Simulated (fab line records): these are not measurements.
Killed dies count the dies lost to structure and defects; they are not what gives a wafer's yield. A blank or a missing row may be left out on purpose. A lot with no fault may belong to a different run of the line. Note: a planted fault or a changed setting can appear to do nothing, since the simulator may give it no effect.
Split-lot trial :: flow n5Finfet :: 21 wafers read from 7 lots, route of 1938 steps

## ABOUT THE SPLIT
At N5_MOL_CONTACT_COAG_PECVD_31 (deposits SiO2 from TEOS/O2, target thk 46 nm, time 8.9 s), the setting tempC was moved away from the recipe's 400 C on 7 of the 21 wafers read, by -1.8% to +3.5%. For the rest of the wafers, this setting stayed at what the recipe calls for.

## FROM THE SPLIT TO THE READING: what the file shows between them, 4 steps
- N5_MOL_CONTACT_COAG_COAT_75: time 60 s, resist thk 60 nm
- N5_MOL_CONTACT_COAG_COAT_76: time 60 s, resist thk 10 nm
- N5_MOL_CONTACT_COAG_ETCHBACK_135: etches SiO2 in CHF3, target depth 25 nm, time 16.7 s
- N5_MOL_CONTACT_COAG_STRIP_118: strips in CHF3

## THE READING
etch.depthNm (the simulator's own value, which no gauge read), in nm, at N5_MOL_CONTACT_COAG_VIA_ETCH_46 (etches SiO2 in C4F6/O2, target depth 46 nm, overetch 9.2 nm, time 40 s). The file does not state a usual value for it. Across the 14 wafers here that went through the recipe, the average is 45.88 nm and the standard deviation 0.61 nm.

wafer: L074.1
tool, chamber at the split: pecvd-03, 1,0
tempC as run, C: 400
against the recipe: recipe
etch.depthNm, nm: 45.77
against lot-mates on the recipe: -

wafer: L074.2
tool, chamber at the split: pecvd-03, 1,0
tempC as run, C: 400
against the recipe: recipe
etch.depthNm, nm: 45.74
against lot-mates on the recipe: -

wafer: L074.6
tool, chamber at the split: pecvd-03, 2
tempC as run, C: 400
against the recipe: recipe
etch.depthNm, nm: 45.45
against lot-mates on the recipe: -

wafer: L075.1
tool, chamber at the split: pecvd-01, 2
tempC as run, C: 412.5
against the recipe: +3.1%
etch.depthNm, nm: 41.32
against lot-mates on the recipe: -4.40

wafer: L075.4
tool, chamber at the split: pecvd-01, 0
tempC as run, C: 400
against the recipe: recipe
etch.depthNm, nm: 45.37
against lot-mates on the recipe: -

wafer: L075.5
tool, chamber at the split: pecvd-01, 2
tempC as run, C: 400
against the recipe: recipe
etch.depthNm, nm: 46.06
against lot-mates on the recipe: -

wafer: L076.2
tool, chamber at the split: pecvd-02, 0
tempC as run, C: 400
against the recipe: recipe
etch.depthNm, nm: 45.45
against lot-mates on the recipe: -

wafer: L076.3
tool, chamber at the split: pecvd-02, 1
tempC as run, C: 405.2
against the recipe: +1.3%
etch.depthNm, nm: 44.11
against lot-mates on the recipe: -1.34

wafer: L076.6
tool, chamber at the split: pecvd-02, 1
tempC as run, C: 405.2
against the recipe: +1.3%
etch.depthNm, nm: 45.63
against lot-mates on the recipe: +0.18

wafer: L079.2
tool, chamber at the split: pecvd-01, 2
tempC as run, C: 392.9
against the recipe: -1.8%
etch.depthNm, nm: 45.81
against lot-mates on the recipe: +0.64

wafer: L079.3
tool, chamber at the split: pecvd-01, 0
tempC as run, C: 392.9
against the recipe: -1.8%
etch.depthNm, nm: 47.48
against lot-mates on the recipe: +2.31

wafer: L079.4
tool, chamber at the split: pecvd-01, 2
tempC as run, C: 400
against the recipe: recipe
etch.depthNm, nm: 45.17
against lot-mates on the recipe: -

wafer: L080.3
tool, chamber at the split: pecvd-03, 2
tempC as run, C: 400
against the recipe: recipe
etch.depthNm, nm: 45.45
against lot-mates on the recipe: -

wafer: L080.5
tool, chamber at the split: pecvd-03, 1
tempC as run, C: 400
against the recipe: recipe
etch.depthNm, nm: 46.83
against lot-mates on the recipe: -

wafer: L080.6
tool, chamber at the split: pecvd-03, 0
tempC as run, C: 400
against the recipe: recipe
etch.depthNm, nm: 46.9
against lot-mates on the recipe: -

wafer: L092.1
tool, chamber at the split: pecvd-01, 1
tempC as run, C: 413.9
against the recipe: +3.5%
etch.depthNm, nm: 41.33
against lot-mates on the recipe: -4.40

wafer: L092.4
tool, chamber at the split: pecvd-01, 1
tempC as run, C: 400
against the recipe: recipe
etch.depthNm, nm: 45.73
against lot-mates on the recipe: -

wafer: L092.5
tool, chamber at the split: pecvd-01, 1
tempC as run, C: 413.9
against the recipe: +3.5%
etch.depthNm, nm: 41.95
against lot-mates on the recipe: -3.78

wafer: L096.2
tool, chamber at the split: pecvd-03, 0
tempC as run, C: 400
against the recipe: recipe
etch.depthNm, nm: 45.14
against lot-mates on the recipe: -

wafer: L096.4
tool, chamber at the split: pecvd-03, 2
tempC as run, C: 400
against the recipe: recipe
etch.depthNm, nm: 46.21
against lot-mates on the recipe: -

wafer: L096.6
tool, chamber at the split: pecvd-03, 1
tempC as run, C: 400
against the recipe: recipe
etch.depthNm, nm: 46.98
against lot-mates on the recipe: -
Where a row lists several chambers, the file gives one row for several wafers and doesn't say which wafer went through which chamber.

THE FIT
A straight line over all 21 wafers: etch.depthNm changes by -1.09 nm for each +1% of tempC; r = -0.89; the points scatter about the line by 0.8 nm.
The same after taking each lot's own level away (the mean of its wafers on the recipe; 21 wafers): -1.12 nm for each +1%; r = -0.92; scatter 0.69 nm.
The reading moves by 3.9 nm for the largest change in tempC, on that fit.
The lots' own levels span 45.170 to 46.393 nm, that is 2.0 times the standard deviation above.
Consequently the slope shifts little with the lot-to-lot level, the two slopes agreeing.
Check: -3.71 nm against its lot-mates is what the line predicts for one of the wafers moved furthest among these (+3.5%) when that wafer is left out of the fit. Against them it came out at -4.4 nm.

## OTHER SPLITS APPLIED TO THESE WAFERS
Note: prior to the reading, these wafers also went through further splits. Each is held against what the fit with the lots' levels taken away leaves over:
other split on the same wafers: N5_SD_EPI_N_PEB_07 pebTempC
wafers away from the commonest value: 8
r with etch.depthNm (lot level and that fit taken away): +0.17

other split on the same wafers: N5_SDB_ALD_29 aldCycles
wafers away from the commonest value: 5
r with etch.depthNm (lot level and that fit taken away): +0.21

other split on the same wafers: N5_HKMG_FIN_PEB_10 pebTimeS
wafers away from the commonest value: 6
r with etch.depthNm (lot level and that fit taken away): -0.01

other split on the same wafers: N5_GATE_CUT_COAT_07 spinRpm
wafers away from the commonest value: 9
r with etch.depthNm (lot level and that fit taken away): -0.27

other split on the same wafers: N5_GATE_CUT_ETCH_36 cf4FlowSccm
wafers away from the commonest value: 5
r with etch.depthNm (lot level and that fit taken away): +0.54

other split on the same wafers: N5_GATE_CUT_CUT_ETCH_53 icpW
wafers away from the commonest value: 6
r with etch.depthNm (lot level and that fit taken away): -0.10

other split on the same wafers: N5_MOL_CONTACT_COAG_ALD_123 aldCycles
wafers away from the commonest value: 8
r with etch.depthNm (lot level and that fit taken away): +0.14

## THE WHOLE CHAIN: every reading that the file lists as answering this split, in the file's order
step: N5_MOL_CONTACT_COAG_PECVD_31
what it does: deposits SiO2 from TEOS/O2, target thk 46 nm, time 8.9 s
reading: SiO2_of_MOL_CONTACT_COAG_PECVD_31.thkNm (the simulator's own value, which no gauge read)
change (the file's fit): -1.16 nm for each +1% of the setting
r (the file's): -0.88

step: N5_MOL_CONTACT_COAG_VIA_ETCH_46
what it does: etches SiO2 in C4F6/O2, target depth 46 nm, overetch 9.2 nm, time 40 s
reading: etch.depthNm (the simulator's own value, which no gauge read)
change (the file's fit): -1.17 nm for each +1% of the setting
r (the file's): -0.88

## FILE'S OWN FIT
etch.depthNm changes by -1.17 nm for each +1% of tempC, r = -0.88.
